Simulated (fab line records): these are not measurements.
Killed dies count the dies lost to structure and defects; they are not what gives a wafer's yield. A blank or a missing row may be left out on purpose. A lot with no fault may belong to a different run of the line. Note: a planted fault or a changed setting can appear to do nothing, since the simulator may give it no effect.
fab line records ; flow n5-finfet ; part 1 of 2: steps 1 to 21 of 33
[record] lots = 5; wafers = 15; last-day = 18
route steps=1938 shown BEOL_M12@1636 BEOL_M13@1659
lots that met no fault: from a run of the same line without faults
start-h: hours from the record's first day to the start of the lot's first wafer shown ; wait-h: hours elapsed since this lot's preceding step ; " identical to the entry in the row above ; L1.1+2: one row covering several wafers at once ; - either no value or no given start ; * or withheld: withheld ; < > ~ a bound
route shown NAME@n: names a module that has steps shown in the file, with the first one's number in the route ; usual: mean/standard deviation taken from wafers without a fault ; same: alike in all rows ; chamber/n: place in a boat ; sites: each site's reading ; _std_site: how widely they spread, as a standard deviation ; _edge_site: outer sites' mean less inner sites' ; radius-mm: for every site, how far away it sits from the centre of the wafer ; mask NAME#n: copy n ; behind: tool/chamber where the wafer was last shaped ; hold: reason for holding the lot/hours on hold/outcome of the hold ; device: names the non-switching transistor (n, p or np) ; end of line: tests run on the same wafers once the route is complete ; a step given without rows: its recipe and nothing more ; killed: dies that structure and defects cost at the first sort, which is not the same as the wafer's yield ; map: shows each die of a wafer: x if killed, . if not, _ if none is there
set.NAME: the setting the step ran with; set.NAME@STEP: the setting that earlier step ran with ; model.NAME: the simulator's own value behind a step, which no gauge read
lots seen at some steps along the route; tables by step, rows by wafer
services: from which hour (start-h, from the record's first day; less than 0 if before it) a tool's chamber was out of use, for how many hours, and why
[[steps]]
[step N5_BEOL_M12_ETCH_67]
[recipe] chemistry = CF4; target = SiARC; target-depth-a = 1430; time-s = 238.3; ion-energy-ev = 80; pressure-mtorr = 40; source-w = 545; bias-w = 36; Ar_flow_sccm = 100; cf4-flow-sccm = 100; ends = cleared
[usual] cf4-flow-sccm = 100.0/0.32; drypump-motor-current-A = 6.0/0.44; etch-rf-on-time-s = 242/7.9; oes-product-au = 0.68/0.073; rf-vpp-V = 184.0/1.2; showerhead-plenum-p-Torr = 2.15/0.076; throttle-valve-pct = 15.51/0.17
lot.wafer;tool;chamber;start-h;wait-h;cf4-flow-sccm;drypump-motor-current-A;etch-rf-on-time-s;oes-product-au;rf-hours-counter-h;rf-vpp-V;showerhead-plenum-p-Torr;throttle-valve-pct
L081.3;rie-diel-06;1;279.28;0.0;100.1;5.8;253;0.63;128;183.3;2.07;15.50
L081.5;rie-diel-06;1;279.28;0.0;100.2;5.7;256;0.64;-;182.6;2.07;15.48
L081.6;rie-diel-06;3;279.28;0.0;99.9;6.4;240;0.64;-;184.1;2.23;15.61
L091.1;rie-diel-04;0;345.47;0.0;100.5;5.9;249;0.67;98;183.4;2.22;15.67
L091.4;rie-diel-04;3;345.47;0.0;99.6;5.8;222;0.77;47;186.5;2.28;15.15
L091.6;rie-diel-04;1;345.47;0.0;99.7;5.8;238;0.71;-;183.1;2.16;15.38
L093.1;rie-diel-06;1;351.28;0.0;99.4;5.7;251;0.63;156;184.8;2.06;15.55
L093.2;rie-diel-06;0;351.28;0.0;99.9;6.4;242;0.60;200;182.7;2.14;15.62
L093.4;rie-diel-06;3;351.28;0.0;99.7;6.4;243;0.62;196;184.1;2.22;15.67
L090.1;rie-diel-02;0;354.12;0.0;100.0;5.8;248;0.57;246;181.6;2.01;15.62
L090.2;rie-diel-02;3;354.12;0.0;100.2;6.8;251;0.72;35;181.6;2.08;15.63
L090.5;rie-diel-02;3;354.12;0.0;100.3;6.8;250;0.72;-;184.0;2.08;15.63
L097.1;rie-diel-06;2;388.73;0.0;100.2;4.9;237;0.76;32;184.5;2.10;15.27
L097.4;rie-diel-06;0;388.73;0.0;100.0;6.4;246;0.58;214;183.7;2.13;15.65
L097.5;rie-diel-06;2;388.73;0.0;100.5;4.9;234;0.77;-;183.2;2.10;15.28
[step N5_BEOL_M12_ETCH_68]
[recipe] chemistry = N2/H2; target = SOC; mask-material = SiARC; source-w = 3000; bias-w = 350; temp-c = 40; time-s = 285; ion-energy-ev = 200; pressure-mtorr = 30; n2-flow-sccm = 200; h2-flow-sccm = 200
[usual] drypump-motor-current-A = 6.0/0.44; oes-product-au = 0.81/0.087; rf-vpp-V = 524.2/2.7; showerhead-plenum-p-Torr = 2.55/0.1; throttle-valve-pct = 17.68/0.25
lot.wafer;tool;chamber;start-h;wait-h;drypump-motor-current-A;oes-product-au;rf-hours-counter-h;rf-vpp-V;showerhead-plenum-p-Torr;throttle-valve-pct
L081.3;rie-diel-06;1;279.43;0.1;5.8;0.76;129;522.4;2.45;17.64
L081.5;rie-diel-06;1;279.43;0.1;5.8;0.77;-;520.4;2.45;17.66
L081.6;rie-diel-06;3;279.43;0.1;6.4;0.75;-;525.1;2.65;17.88
L091.1;rie-diel-04;0;345.61;0.1;5.9;0.79;98;526.9;2.69;18.14
L091.4;rie-diel-04;3;345.61;0.1;5.8;0.88;47;528.1;2.70;17.17
L091.6;rie-diel-04;1;345.61;0.1;5.8;0.84;-;525.6;2.58;17.56
L093.1;rie-diel-06;1;351.43;0.1;5.8;0.75;156;521.6;2.44;17.69
L093.2;rie-diel-06;0;351.43;0.1;6.4;0.69;200;523.6;2.53;17.83
L093.4;rie-diel-06;3;351.43;0.1;6.4;0.73;196;526.3;2.63;17.94
L090.1;rie-diel-02;0;354.27;0.1;5.8;0.66;246;519.3;2.38;17.68
L090.2;rie-diel-02;3;354.27;0.1;6.8;0.86;35;522.2;2.47;17.75
L090.5;rie-diel-02;3;354.27;0.1;6.8;0.87;-;523.8;2.47;17.74
L097.1;rie-diel-06;2;388.88;0.1;4.9;0.90;33;523.4;2.50;17.70
L097.4;rie-diel-06;0;388.88;0.1;6.4;0.69;214;524.2;2.53;17.88
L097.5;rie-diel-06;2;388.88;0.1;4.9;0.90;-;521.7;2.50;17.70
[step N5_BEOL_M12_STRIP_69]
[recipe] chemistry = N2/H2; temp-c = 40; n2-flow-sccm = 200; h2-flow-sccm = 200; rf-frequency-hz = 6e+07
lot.wafer;tool;chamber;start-h;wait-h
L081.3+5+6;rie-diel-06;1,1,3;279.60;0.1
L091.1+4+6;rie-diel-04;0,3,1;345.79;0.1
L093.1+2+4;rie-diel-06;1,0,3;351.60;0.1
L090.1+2+5;rie-diel-02;0,3,3;354.44;0.1
L097.1+4+5;rie-diel-06;2,0,2;389.05;0.1
[step N5_BEOL_M12_TRENCH_ETCH_34]
[recipe] chemistry = C4F8/O2/Ar; target = SiOC; target-depth-a = 3189.5; mask-material = SOC; pressure-mtorr = 30; source-w = 3000; bias-w = 700; Ar_flow_sccm = 400; C4F8_flow_sccm = 15; O2_flow_sccm = 8; he-inner-torr = 15; he-outer-torr = 30; time-s = 125.5; ion-energy-ev = 250
[usual] drypump-motor-current-A = 6.0/0.44; oes-product-au = 0.81/0.087; rf-vpp-V = 666/3.4; showerhead-plenum-p-Torr = 3.42/0.12; throttle-valve-pct = 24.09/0.2
lot.wafer;tool;chamber;start-h;wait-h;drypump-motor-current-A;oes-product-au;rf-hours-counter-h;rf-vpp-V;showerhead-plenum-p-Torr;throttle-valve-pct
L081.3;rie-diel-06;1;279.61;0.0;5.8;0.77;129;663;3.30;24.04
L081.5;rie-diel-06;1;279.61;0.0;5.8;0.77;-;664;3.30;24.04
L081.6;rie-diel-06;3;279.61;0.0;6.4;0.76;-;669;3.52;24.07
L091.1;rie-diel-04;0;345.80;0.0;5.9;0.79;98;671;3.52;24.19
L091.4;rie-diel-04;3;345.80;0.0;5.8;0.88;47;672;3.62;23.63
L091.6;rie-diel-04;1;345.80;0.0;5.9;0.85;-;666;3.48;24.15
L093.1;rie-diel-06;1;351.61;0.0;5.8;0.75;156;662;3.29;24.06
L093.2;rie-diel-06;0;351.61;0.0;6.4;0.69;200;664;3.40;24.12
L093.4;rie-diel-06;3;351.61;0.0;6.4;0.73;196;669;3.50;24.10
L090.1;rie-diel-02;0;354.45;0.0;5.8;0.67;246;661;3.20;23.91
L090.2;rie-diel-02;3;354.45;0.0;6.8;0.87;35;662;3.34;24.37
L090.5;rie-diel-02;3;354.45;0.0;6.8;0.87;-;663;3.34;24.35
L097.1;rie-diel-06;2;389.06;0.0;4.9;0.89;33;664;3.35;23.97
L097.4;rie-diel-06;0;389.06;0.0;6.4;0.69;214;664;3.39;24.12
L097.5;rie-diel-06;2;389.06;0.0;4.9;0.90;-;664;3.35;23.96
[step N5_BEOL_M12_STRIP_70]
[recipe] chemistry = C4F8/O2/Ar; resist = SiARC; rf-frequency-hz = 6e+07
lot.wafer;tool;chamber;start-h;wait-h
L081.3+5+6;rie-diel-06;1,1,3;279.73;0.1
L091.1+4+6;rie-diel-04;0,3,1;345.91;0.1
L093.1+2+4;rie-diel-06;1,0,3;351.72;0.1
L090.1+2+5;rie-diel-02;0,3,3;354.57;0.1
L097.1+4+5;rie-diel-06;2,0,2;389.17;0.1
[step N5_BEOL_M12_OCD_MEAS_35]
[usual] trench-depth-nm = 316/6.7
lot.wafer;tool;chamber;start-h;wait-h;trench-depth-nm
L081.3;ocd-01;-;279.77;0.0;311
L081.5;ocd-01;-;279.77;0.0;312
L081.6;ocd-01;-;279.77;0.0;322
L091.1;ocd-01;-;345.95;0.0;313
L091.4;ocd-01;-;345.95;0.0;325
L091.6;ocd-01;-;345.95;0.0;330
L093.1;ocd-01;-;351.76;0.0;308
L093.2;ocd-01;-;351.76;0.0;307
L093.4;ocd-01;-;351.76;0.0;313
L090.1;ocd-02;-;354.61;0.0;308
L090.2;ocd-02;-;354.61;0.0;318
L090.5;ocd-02;-;354.61;0.0;317
L097.1;ocd-01;-;389.21;0.0;322
L097.4;ocd-01;-;389.21;0.0;308
L097.5;ocd-01;-;389.21;0.0;320
[step N5_BEOL_M12_STRIP_37]
[recipe] chemistry = N2/H2; power-w = 1000; temp-c = 250; h2-frac = 0.65; overash-fraction = 0.3; pressure-mtorr = withheld; n2-flow-sccm = 1750; h2-flow-sccm = 3250
[usual] drypump-motor-current-A = 5.6/0.41; heater-power-w = 357/24; oes-product-au = 0.791/0.011
lot.wafer;tool;chamber;start-h;wait-h;drypump-motor-current-A;heater-power-w;oes-product-au;rf-hours-counter-h
L081.3;plasma-asher-01;0;279.83;0.1;5.5;355;0.781;-
L081.5;plasma-asher-01;1;279.83;0.1;6.2;392;0.787;-
L081.6;plasma-asher-01;0;279.83;0.1;5.5;360;0.809;-
L091.1;plasma-asher-02;0;345.99;0.0;5.1;370;0.794;134
L091.4;plasma-asher-02;1;345.99;0.0;5.7;326;0.787;-
L091.6;plasma-asher-02;0;345.99;0.0;5.1;360;0.778;-
L093.1;plasma-asher-02;1;351.80;0.0;5.8;325;0.781;134
L093.2;plasma-asher-02;0;351.80;0.0;5.2;356;0.798;134
L093.4;plasma-asher-02;0;351.80;0.0;5.1;366;0.792;-
L090.1;plasma-asher-01;0;354.65;0.0;5.5;359;0.801;99
L090.2;plasma-asher-01;1;354.65;0.0;6.2;388;0.804;99
L090.5;plasma-asher-01;1;354.65;0.0;6.2;375;0.782;-
L097.1;plasma-asher-02;0;389.25;0.0;5.1;358;0.789;143
L097.4;plasma-asher-02;0;389.25;0.0;5.1;355;0.796;-
L097.5;plasma-asher-02;0;389.25;0.0;5.1;356;0.793;-
[step N5_BEOL_M12_ETCH_38]
[recipe] chemistry = CF4/N2; target = SiCN; target-depth-a = 687; taper-deg = 2; time-s = 73.4; ion-energy-ev = 150; mask-material = SiO2; pressure-mtorr = 40; source-w = 430; bias-w = 70; Ar_flow_sccm = 100; cf4-flow-sccm = 60; n2-flow-sccm = 60
[usual] cf4-flow-sccm = 60.00/0.18; drypump-motor-current-A = 6.0/0.48; oes-product-au = 0.79/0.082; rf-vpp-V = 382.2/1.9; showerhead-plenum-p-Torr = 2.20/0.074; throttle-valve-pct = 15.35/0.15
lot.wafer;tool;chamber;start-h;wait-h;cf4-flow-sccm;drypump-motor-current-A;oes-product-au;rf-hours-counter-h;rf-vpp-V;showerhead-plenum-p-Torr;throttle-valve-pct
L081.3;rie-diel-06;0;281.32;-;59.83;6.4;0.71;173;381.4;2.21;15.39
L081.5;rie-diel-06;0;281.32;-;59.85;6.4;0.71;-;381.6;2.21;15.39
L081.6;rie-diel-06;1;281.32;-;60.02;5.8;0.75;-;380.5;2.12;15.30
L091.1;rie-diel-06;1;346.93;-;60.21;5.7;0.73;154;378.3;2.12;15.36
L091.4;rie-diel-06;0;346.93;-;59.76;6.4;0.71;198;382.1;2.20;15.44
L091.6;rie-diel-06;0;346.93;-;59.85;6.4;0.70;-;382.0;2.20;15.44
L093.1;rie-diel-04;1;352.15;-;60.33;5.8;0.82;56;383.7;2.23;15.23
L093.2;rie-diel-04;0;352.15;-;59.93;5.9;0.77;101;384.2;2.29;15.55
L093.4;rie-diel-04;2;352.15;-;60.25;6.0;0.77;139;384.4;2.29;15.49
L090.1;rie-diel-02;0;354.81;-;60.05;5.8;0.66;247;379.5;2.07;15.42
L090.2;rie-diel-02;3;354.81;-;59.85;6.8;0.85;35;381.0;2.15;15.46
L090.5;rie-diel-02;2;354.81;-;60.12;5.8;0.89;-;380.5;2.17;15.24
L097.1;rie-diel-04;2;389.66;-;60.07;5.9;0.76;147;385.6;2.29;15.52
L097.4;rie-diel-04;3;389.66;-;59.68;5.8;0.87;59;385.0;2.34;14.99
L097.5;rie-diel-04;0;389.66;-;60.15;5.9;0.77;-;386.5;2.29;15.58
[step N5_BEOL_M12_PRECLEAN_39]
[recipe] chemistry = residue-remover; time-s = 60; temp-c = 40
lot.wafer;tool;chamber;start-h;wait-h
L081.3+5+6;wet-bench-01;4,6,7;281.45;0.1
L091.1+4+6;wet-bench-06;6,1,2;347.06;0.1
L093.1+2+4;wet-bench-06;6,7,1;352.28;0.1
L090.1+2+5;wet-bench-02;5,0,3;354.94;0.1
L097.1+4+5;wet-bench-06;0,5,2;389.81;0.1
[step N5_BEOL_M12_SRD_40]
[recipe] time-s = 30; temp-c = 23; rinse-liquid = diw; dry = n2-spin; spin-rpm = 1500; dry-time-s = 30
lot.wafer;tool;chamber;start-h;wait-h
L081.3+5+6;wet-bench-01;4,6,7;281.47;0.0
L091.1+4+6;wet-bench-06;6,1,2;347.08;0.0
L093.1+2+4;wet-bench-06;6,7,1;352.30;0.0
L090.1+2+5;wet-bench-02;5,0,3;354.96;0.0
L097.1+4+5;wet-bench-06;0,5,2;389.82;0.0
[step N5_BEOL_M12_DEGAS_41]
[recipe] ambient = vacuum; temp-c = 250; time-s = 60
[usual] heater-power-w = 341/38
lot.wafer;tool;chamber;start-h;wait-h;heater-power-w
L081.3;pvd-sputter-01;-;281.71;0.2;336
L081.5;pvd-sputter-01;-;281.71;0.2;350
L081.6;pvd-sputter-01;-;281.71;0.2;366
L091.1;pvd-sputter-02;-;347.38;0.3;390
L091.4;pvd-sputter-02;-;347.38;0.3;322
L091.6;pvd-sputter-02;-;347.38;0.3;389
L093.1;pvd-sputter-02;-;353.45;1.1;404
L093.2;pvd-sputter-02;-;353.45;1.1;328
L093.4;pvd-sputter-02;-;353.45;1.1;302
L090.1;pvd-sputter-01;-;355.09;0.1;310
L090.2;pvd-sputter-01;-;355.09;0.1;374
L090.5;pvd-sputter-01;-;355.09;0.1;362
L097.1;pvd-sputter-03;-;390.11;0.3;307
L097.4;pvd-sputter-03;-;390.11;0.3;261
L097.5;pvd-sputter-03;-;390.11;0.3;310
[step N5_BEOL_M12_PRE_CLEAN_42]
[recipe] gas = H2/He; time-s = 30; temp-c = 250
[usual] heater-power-w = 341/38
lot.wafer;tool;chamber;start-h;wait-h;heater-power-w
L081.3;pvd-sputter-01;-;281.75;0.0;336
L081.5;pvd-sputter-01;-;281.75;0.0;353
L081.6;pvd-sputter-01;-;281.75;0.0;381
L091.1;pvd-sputter-02;-;347.42;0.0;397
L091.4;pvd-sputter-02;-;347.42;0.0;327
L091.6;pvd-sputter-02;-;347.42;0.0;400
L093.1;pvd-sputter-02;-;353.49;0.0;383
L093.2;pvd-sputter-02;-;353.49;0.0;319
L093.4;pvd-sputter-02;-;353.49;0.0;296
L090.1;pvd-sputter-01;-;355.13;0.0;295
L090.2;pvd-sputter-01;-;355.13;0.0;358
L090.5;pvd-sputter-01;-;355.13;0.0;369
L097.1;pvd-sputter-03;-;390.15;0.0;317
L097.4;pvd-sputter-03;-;390.15;0.0;257
L097.5;pvd-sputter-03;-;390.15;0.0;323
[step N5_BEOL_M12_SPUTTER_43]
[recipe] material = TaN; target-thk-a = 150; temp-c = 50; bias-v = 168.6; power-w = 15000; chamber-pressure-pa = 0.12; time-s = 24.19
[usual] throttle-valve-pct = 29.7/0.91
lot.wafer;tool;chamber;start-h;wait-h;throttle-valve-pct
L081.3;pvd-sputter-01;-;281.79;0.0;29.7
L081.5;pvd-sputter-01;-;281.79;0.0;29.2
L081.6;pvd-sputter-01;-;281.79;0.0;30.1
L091.1;pvd-sputter-02;-;347.46;0.0;30.2
L091.4;pvd-sputter-02;-;347.46;0.0;27.5
L091.6;pvd-sputter-02;-;347.46;0.0;28.8
L093.1;pvd-sputter-02;-;353.53;0.0;28.8
L093.2;pvd-sputter-02;-;353.53;0.0;28.0
L093.4;pvd-sputter-02;-;353.53;0.0;30.5
L090.1;pvd-sputter-01;-;355.17;0.0;30.4
L090.2;pvd-sputter-01;-;355.17;0.0;30.1
L090.5;pvd-sputter-01;-;355.17;0.0;29.9
L097.1;pvd-sputter-03;-;390.19;0.0;29.8
L097.4;pvd-sputter-03;-;390.19;0.0;30.6
L097.5;pvd-sputter-03;-;390.19;0.0;29.6
[step N5_BEOL_M12_SPUTTER_44]
[recipe] material = Ta; target-thk-a = 100; temp-c = 50; bias-v = 80; power-w = 15000; chamber-pressure-pa = 0.07; time-s = 16.13
[usual] throttle-valve-pct = 29.7/0.92
lot.wafer;tool;chamber;start-h;wait-h;throttle-valve-pct
L081.3;pvd-sputter-01;-;281.87;0.0;29.9
L081.5;pvd-sputter-01;-;281.87;0.0;29.6
L081.6;pvd-sputter-01;-;281.87;0.0;30.3
L091.1;pvd-sputter-02;-;347.54;0.0;29.8
L091.4;pvd-sputter-02;-;347.54;0.0;27.7
L091.6;pvd-sputter-02;-;347.54;0.0;28.6
L093.1;pvd-sputter-02;-;353.61;0.0;28.8
L093.2;pvd-sputter-02;-;353.61;0.0;27.9
L093.4;pvd-sputter-02;-;353.61;0.0;30.7
L090.1;pvd-sputter-01;-;355.25;0.0;30.5
L090.2;pvd-sputter-01;-;355.25;0.0;30.1
L090.5;pvd-sputter-01;-;355.25;0.0;30.2
L097.1;pvd-sputter-03;-;390.27;0.0;29.8
L097.4;pvd-sputter-03;-;390.27;0.0;30.6
L097.5;pvd-sputter-03;-;390.27;0.0;29.8
[step N5_BEOL_M12_SPUTTER_45]
[recipe] material = Cu; target-thk-a = 800; temp-c = -20; bias-v = 60; power-w = 26000; chamber-pressure-pa = 0.13; time-s = 13.33
[usual] throttle-valve-pct = 29.7/0.95
lot.wafer;tool;chamber;start-h;wait-h;throttle-valve-pct
L081.3;pvd-sputter-01;-;281.95;0.0;29.9
L081.5;pvd-sputter-01;-;281.95;0.0;29.5
L081.6;pvd-sputter-01;-;281.95;0.0;30.1
L091.1;pvd-sputter-02;-;347.62;0.0;29.9
L091.4;pvd-sputter-02;-;347.62;0.0;27.6
L091.6;pvd-sputter-02;-;347.62;0.0;28.9
L093.1;pvd-sputter-02;-;353.69;0.0;28.8
L093.2;pvd-sputter-02;-;353.69;0.0;27.6
L093.4;pvd-sputter-02;-;353.69;0.0;30.8
L090.1;pvd-sputter-01;-;355.33;0.0;30.3
L090.2;pvd-sputter-01;-;355.33;0.0;30.1
L090.5;pvd-sputter-01;-;355.33;0.0;30.2
L097.1;pvd-sputter-03;-;390.35;0.0;29.9
L097.4;pvd-sputter-03;-;390.35;0.0;30.8
L097.5;pvd-sputter-03;-;390.35;0.0;29.5
[step N5_BEOL_M12_ECD_47]
[recipe] material = Cu; target-thk-a = 7200
lot.wafer;tool;chamber;start-h;wait-h
L081.3+5+6;ecd-cu-02;0,0,1;282.13;0.1
L091.1+4+6;ecd-cu-02;1,1,0;347.74;0.1
L093.1+2+4;ecd-cu-02;0,1,1;353.81;0.1
L090.1+2+5;ecd-cu-02;1,0,1;355.44;0.1
L097.1+4+5;ecd-cu-02;1,0,1;390.47;0.1
[step N5_BEOL_M12_ANNEAL_48]
[recipe] temp-c = 225; time-s = 90; ambient = N2
[usual] anneal-temp-c = 225.01/0.15; wafer_temp_C_max = 226.0/0.42
lot.wafer;tool;chamber;start-h;wait-h;anneal-temp-c;wafer_temp_C_max
L081.3;rtp-anneal-01;0;283.04;0.9;224.86;225.9
L081.5;rtp-anneal-01;0;283.04;0.9;225.10;225.9
L081.6;rtp-anneal-01;0;283.04;0.9;224.75;225.7
L091.1;rtp-anneal-02;0;347.88;0.1;224.76;226.7
L091.4;rtp-anneal-02;0;347.88;0.1;224.91;226.6
L091.6;rtp-anneal-02;0;347.88;0.1;224.91;226.8
L093.1;rtp-anneal-01;0;353.95;0.1;224.93;225.6
L093.2;rtp-anneal-01;0;353.95;0.1;225.09;225.4
L093.4;rtp-anneal-01;0;353.95;0.1;225.13;225.4
L090.1;rtp-anneal-02;0;355.59;0.1;225.15;226.9
L090.2;rtp-anneal-02;0;355.59;0.1;225.04;226.5
L090.5;rtp-anneal-02;0;355.59;0.1;225.30;226.9
L097.1;rtp-anneal-01;0;390.62;0.1;224.68;225.9
L097.4;rtp-anneal-01;0;390.62;0.1;224.81;225.7
L097.5;rtp-anneal-01;0;390.62;0.1;225.13;225.8
[step N5_BEOL_M12_CMP_49]
[recipe] stop-on = SiOC; t-overpolish-s = 20.6; down-force-psi = 1; platen-rpm = 50; clearing-platen-down-force-psi = 1.5; clearing-platen-rpm = 50; post-cmp-clean = cu-alkaline; target-thk-nm = 320; clearing-platen-pad-velocity-m-s = 0.99484; pad-velocity-m-s = 0.99484
[usual] barrier-field-endpoint-s = 30.2/0.91; motor-current-A = 6.1/0.71; overpolish-run-s = 20.601/0.0094; platen-rpm = 50.00/0.03
lot.wafer;tool;chamber;start-h;wait-h;barrier-field-endpoint-s;motor-current-A;overpolish-run-s;platen-rpm
L081.3;cmp-02;1;283.26;0.2;28.9;7.3;20.601;49.97
L081.6;cmp-02;1;283.26;0.2;29.2;7.2;20.593;49.96
L081.5;cmp-02;2;283.26;0.2;29.2;6.0;20.600;50.03
L091.4;cmp-04;0;348.19;0.1;30.4;4.9;20.598;50.06
L091.1;cmp-04;2;348.19;0.1;30.6;6.2;20.605;50.01
L091.6;cmp-04;1;348.19;0.1;29.2;6.2;20.610;49.99
L093.4;cmp-02;0;354.25;0.1;31.8;6.2;20.604;49.99
L093.1;cmp-02;1;354.25;0.1;29.5;6.8;20.590;49.98
L093.2;cmp-02;3;354.25;0.1;29.6;6.5;20.609;49.97
L090.2;cmp-01;0;355.96;0.3;30.2;6.1;20.607;49.99
L090.1;cmp-01;1;355.96;0.3;30.1;6.1;20.608;50.02
L090.5;cmp-01;3;355.96;0.3;31.1;5.7;20.600;49.97
L097.4;cmp-02;2;390.95;0.2;30.0;5.7;20.604;50.07
L097.1;cmp-02;3;390.95;0.2;29.2;6.1;20.582;50.03
L097.5;cmp-02;2;390.95;0.2;30.4;5.8;20.592;50.01
[step N5_BEOL_M12_THK_MEAS_50]
[recipe] thk-meas-gauge = xrf; reads = Cu_of_BEOL_M12_ECD_47
[usual] M12_THK = 320/6.9
lot.wafer;tool;chamber;start-h;wait-h;M12_THK[nm]
L081.3;film-metro-02;-;283.56;-;314
L081.5;film-metro-02;-;283.56;-;317
L081.6;film-metro-02;-;283.56;-;326
L091.1;film-metro-01;-;348.48;-;315
L091.4;film-metro-01;-;348.48;-;328
L091.6;film-metro-01;-;348.48;-;331
L093.1;film-metro-01;-;354.54;-;310
L093.2;film-metro-01;-;354.54;-;308
L093.4;film-metro-01;-;354.54;-;315
L090.1;film-metro-02;-;356.18;-;312
L090.2;film-metro-02;-;356.18;-;321
L090.5;film-metro-02;-;356.18;-;319
L097.1;film-metro-02;-;391.21;-;327
L097.4;film-metro-02;-;391.21;-;312
L097.5;film-metro-02;-;391.21;-;322
[step N5_BEOL_M12_PRE_CLEAN_52]
[recipe] gas = NH3; time-s = 15; temp-c = withheld; rf-power-w = 300
lot.wafer;tool;chamber;start-h;wait-h
L081.3+5+6;pecvd-02;0,0,2;283.59;0.0
L091.1+4+6;pecvd-04;1,1,0;348.52;0.0
L093.1+2+4;pecvd-02;2,0,0;354.58;0.0
L090.1+2+5;pecvd-04;0,1,1;356.22;0.0
L097.1+4+5;pecvd-01;0,1,2;391.24;0.0
[step N5_BEOL_M12_DEP_53]
[recipe] material = SiCN; target-thk-a = 300; temp-c = withheld; precursor = 3MS/NH3; pressure-torr = 3; rf-w = 675; time-s = 10.5
[usual] showerhead-plenum-p-Torr = 4.158/0.014; throttle-valve-pct = 17.9/0.57
lot.wafer;tool;chamber;start-h;wait-h;showerhead-plenum-p-Torr;throttle-valve-pct
L081.3;pecvd-02;0;283.62;0.0;4.170;16.7
L081.5;pecvd-02;0;283.62;0.0;4.167;16.8
L081.6;pecvd-02;2;283.62;0.0;4.150;17.7
L091.1;pecvd-04;1;348.55;0.0;4.125;18.2
L091.4;pecvd-04;1;348.55;0.0;4.139;18.6
L091.6;pecvd-04;0;348.55;0.0;4.168;18.3
L093.1;pecvd-02;2;354.60;0.0;4.157;17.6
L093.2;pecvd-02;0;354.60;0.0;4.166;17.2
L093.4;pecvd-02;0;354.60;0.0;4.174;17.0
L090.1;pecvd-04;0;356.24;0.0;4.161;18.4
L090.2;pecvd-04;1;356.24;0.0;4.143;18.5
L090.5;pecvd-04;1;356.24;0.0;4.139;18.3
L097.1;pecvd-01;0;391.27;0.0;4.163;18.1
L097.4;pecvd-01;1;391.27;0.0;4.159;18.1
L097.5;pecvd-01;2;391.27;0.0;4.167;18.3
